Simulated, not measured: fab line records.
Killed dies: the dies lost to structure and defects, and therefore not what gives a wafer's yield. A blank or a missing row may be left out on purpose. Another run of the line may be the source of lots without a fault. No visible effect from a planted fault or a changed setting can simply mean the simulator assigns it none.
Chamber matching | flow n5-finfet | 4 sister chambers for N5_BEOL_M2_ALD_84 on ald-metal-02
The step deposits TaN, pulse time 2 s, purge time 3 s, co reactant purge time 2 s. 22 wafers are shown with their chamber, then 11 later ones without.

## WAFERS, EACH WITH ITS CHAMBER
wafer  | chamber | heater-power-w (W) | susceptor-temp-C (C) | chamber-pressure-Torr (Torr)
L074.2 | 0       | 455                | 274.87               | 3.003
L074.5 | 3       | 483                | 275.22               | 2.995
L074.6 | 0       | 469                | 274.96               | 2.992
L076.1 | 2       | 473                | 275.00               | 2.993
L076.2 | 1       | 396                | 275.09               | 3.009
L076.4 | 0       | 468                | 275.22               | 3.015
L082.1 | 1       | 406                | 274.91               | 2.989
L082.3 | 2       | 460                | 275.06               | 3.001
L082.6 | 3       | 485                | 274.89               | 3.009
L083.2 | 0       | 464                | 274.94               | 3.001
L083.5 | 0       | 462                | 274.84               | 3.001
L083.6 | 3       | 476                | 275.00               | 2.997
L084.1 | 2       | 468                | 275.29               | 3.005
L084.2 | 1       | 391                | 274.88               | 3.006
L084.5 | 2       | 466                | 274.99               | 2.992
L085.2 | 2       | 458                | 275.01               | 2.992
L085.4 | 0       | 470                | 274.90               | 3.001
L085.5 | 0       | 474                | 274.93               | 2.994
L086.1 | 1       | 395                | 275.35               | 2.992
L086.2 | 3       | 490                | 275.26               | 2.997
L086.6 | 3       | 471                | 274.99               | 2.998
L087.1 | 3       | 481                | 275.11               | 2.999

SIGNATURES, as means of the wafers listed above
reading               | chamber 0 | chamber 1 | chamber 2 | chamber 3 | scatter within a chamber
heater-power-w        | 466.00    | 397.00    | 465.00    | 481.00    | 6.37
susceptor-temp-C      | 274.9514  | 275.0575  | 275.0700  | 275.0783  | 0.149
chamber-pressure-Torr | 3.00100   | 2.99900   | 2.99660   | 2.99917   | 0.00706
Rule: a wafer lies at a distance from a chamber equal to the root of the sum of squares, over the readings, of (its reading less the chamber's mean, divided by the reading's scatter). If the next closest chamber is less than 2 further off than the closest, the wafer can't be placed; otherwise it belongs to the closest. The scatter is the square root of a quotient: the sum, over the shown wafers, of each reading's squared deviation from its chamber's mean, divided by wafers minus chambers.

## WAFERS WITH NO CHAMBER GIVEN
wafer  | heater-power-w (W) | susceptor-temp-C (C) | chamber-pressure-Torr (Torr)
L087.3 | 406                | 275.25               | 2.996
L087.4 | 461                | 275.41               | 2.988
L088.1 | 463                | 275.18               | 3.004
L088.4 | 396                | 275.30               | 2.996
L088.5 | 456                | 275.38               | 2.992
L091.2 | 459                | 274.98               | 3.001
L091.4 | 460                | 274.66               | 3.015
L091.5 | 399                | 274.80               | 2.985
L092.2 | 462                | 274.92               | 3.000
L092.4 | 456                | 274.95               | 3.009
L092.5 | 463                | 275.07               | 3.006

## EACH ONE'S CHAMBER
wafer  | from the rows above          | in truth
L087.3 | 1                            | 1
L087.4 | can't be placed: 2 or 0 or 3 | 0
L088.1 | can't be placed: 2 or 0 or 3 | 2
L088.4 | 1                            | 1
L088.5 | can't be placed: 2 or 0 or 3 | 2
L091.2 | can't be placed: 0 or 2      | 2
L091.4 | can't be placed: 0 or 2 or 3 | 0
L091.5 | 1                            | 1
L092.2 | can't be placed: 0 or 2      | 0
L092.4 | can't be placed: 0 or 2      | 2
L092.5 | can't be placed: 0 or 2 or 3 | 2
Placed correctly: 3 of 11. Cannot be placed on the basis of these rows: 8; the candidates contain the true chamber in 8. Number placed wrongly: 0.
